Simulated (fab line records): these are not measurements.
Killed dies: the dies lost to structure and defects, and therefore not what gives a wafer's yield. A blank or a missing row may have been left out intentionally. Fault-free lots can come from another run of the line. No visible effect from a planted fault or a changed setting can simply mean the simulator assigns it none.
Chamber matching :: flow nand_harc :: 3 sister chambers for NHARC_A_M0_DEP_32 on pecvd-03
The step deposits SiCN, target thk 30 nm. 20 wafers are shown with their chamber, then 10 later ones without.

== WAFERS WITH THEIR CHAMBER ==
wafer: L074.1
chamber: 2
showerhead_vpp_V (V): 1284
heater_power_w (W): 529
rf_fwd_power_W (W): 448.4

wafer: L074.3
chamber: 1
showerhead_vpp_V (V): 1403
heater_power_w (W): 671
rf_fwd_power_W (W): 448.1

wafer: L074.6
chamber: 0
showerhead_vpp_V (V): 1237
heater_power_w (W): 494
rf_fwd_power_W (W): 448.8

wafer: L079.2
chamber: 0
showerhead_vpp_V (V): 1224
heater_power_w (W): 444
rf_fwd_power_W (W): 447.8

wafer: L079.3
chamber: 2
showerhead_vpp_V (V): 1276
heater_power_w (W): 569
rf_fwd_power_W (W): 448.3

wafer: L079.5
chamber: 2
showerhead_vpp_V (V): 1285
heater_power_w (W): 575
rf_fwd_power_W (W): 446.6

wafer: L080.1
chamber: 0
showerhead_vpp_V (V): 1229
heater_power_w (W): 465
rf_fwd_power_W (W): 449.5

wafer: L080.2
chamber: 1
showerhead_vpp_V (V): 1374
heater_power_w (W): 677
rf_fwd_power_W (W): 448.3

wafer: L080.5
chamber: 2
showerhead_vpp_V (V): 1273
heater_power_w (W): 583
rf_fwd_power_W (W): 451.8

wafer: L082.1
chamber: 1
showerhead_vpp_V (V): 1372
heater_power_w (W): 654
rf_fwd_power_W (W): 449.9

wafer: L082.4
chamber: 2
showerhead_vpp_V (V): 1283
heater_power_w (W): 525
rf_fwd_power_W (W): 451.3

wafer: L082.6
chamber: 1
showerhead_vpp_V (V): 1338
heater_power_w (W): 652
rf_fwd_power_W (W): 449.1

wafer: L081.1
chamber: 0
showerhead_vpp_V (V): 1227
heater_power_w (W): 472
rf_fwd_power_W (W): 448.5

wafer: L081.2
chamber: 1
showerhead_vpp_V (V): 1366
heater_power_w (W): 663
rf_fwd_power_W (W): 446.8

wafer: L081.5
chamber: 2
showerhead_vpp_V (V): 1261
heater_power_w (W): 532
rf_fwd_power_W (W): 450.9

wafer: L083.2
chamber: 1
showerhead_vpp_V (V): 1357
heater_power_w (W): 635
rf_fwd_power_W (W): 447.8

wafer: L083.3
chamber: 0
showerhead_vpp_V (V): 1206
heater_power_w (W): 414
rf_fwd_power_W (W): 450.8

wafer: L083.6
chamber: 0
showerhead_vpp_V (V): 1224
heater_power_w (W): 411
rf_fwd_power_W (W): 448.9

wafer: L084.1
chamber: 0
showerhead_vpp_V (V): 1216
heater_power_w (W): 475
rf_fwd_power_W (W): 449.0

wafer: L084.4
chamber: 1
showerhead_vpp_V (V): 1358
heater_power_w (W): 593
rf_fwd_power_W (W): 447.9

SIGNATURES (averages over the wafers above)
reading: showerhead_vpp_V
chamber 0: 1223.29
chamber 1: 1366.86
chamber 2: 1277.00
scatter within a chamber: 14.1

reading: heater_power_w
chamber 0: 453.57
chamber 1: 649.29
chamber 2: 552.17
scatter within a chamber: 29

reading: rf_fwd_power_W
chamber 0: 449.043
chamber 1: 448.271
chamber 2: 449.550
scatter within a chamber: 1.39
Rule: for each reading, subtract the chamber's mean from the wafer's reading, divide by that reading's scatter and square the result; add these up over the readings and take the root, which gives the wafer's distance from the chamber. The wafer belongs to the nearest chamber; if the next one is less than 2 further off, it can't be placed. The scatter: the root of (the sum of the squares of (reading less its chamber's mean) over the shown wafers, divided by (wafers less chambers)).

== WAFERS WITHOUT THEIR CHAMBER ==
wafer: L084.5
showerhead_vpp_V (V): 1235
heater_power_w (W): 471
rf_fwd_power_W (W): 447.4

wafer: L085.2
showerhead_vpp_V (V): 1223
heater_power_w (W): 458
rf_fwd_power_W (W): 450.4

wafer: L085.5
showerhead_vpp_V (V): 1209
heater_power_w (W): 474
rf_fwd_power_W (W): 450.0

wafer: L085.6
showerhead_vpp_V (V): 1276
heater_power_w (W): 603
rf_fwd_power_W (W): 449.5

wafer: L087.2
showerhead_vpp_V (V): 1286
heater_power_w (W): 552
rf_fwd_power_W (W): 446.6

wafer: L087.3
showerhead_vpp_V (V): 1373
heater_power_w (W): 666
rf_fwd_power_W (W): 446.9

wafer: L087.4
showerhead_vpp_V (V): 1210
heater_power_w (W): 466
rf_fwd_power_W (W): 450.9

wafer: L088.3
showerhead_vpp_V (V): 1276
heater_power_w (W): 549
rf_fwd_power_W (W): 450.2

wafer: L088.4
showerhead_vpp_V (V): 1371
heater_power_w (W): 675
rf_fwd_power_W (W): 446.4

wafer: L088.6
showerhead_vpp_V (V): 1203
heater_power_w (W): 466
rf_fwd_power_W (W): 447.9

== WHICH CHAMBER EACH WENT THROUGH ==
wafer: L084.5
from the rows above: 0
in truth: 0

wafer: L085.2
from the rows above: 0
in truth: 0

wafer: L085.5
from the rows above: 0
in truth: 0

wafer: L085.6
from the rows above: 2
in truth: 2

wafer: L087.2
from the rows above: 2
in truth: 2

wafer: L087.3
from the rows above: 1
in truth: 1

wafer: L087.4
from the rows above: 0
in truth: 0

wafer: L088.3
from the rows above: 2
in truth: 2

wafer: L088.4
from the rows above: 1
in truth: 1

wafer: L088.6
from the rows above: 0
in truth: 0
Correct placement for 10 of the 10. Number that these rows cannot place: 0. Placed wrongly: 0.
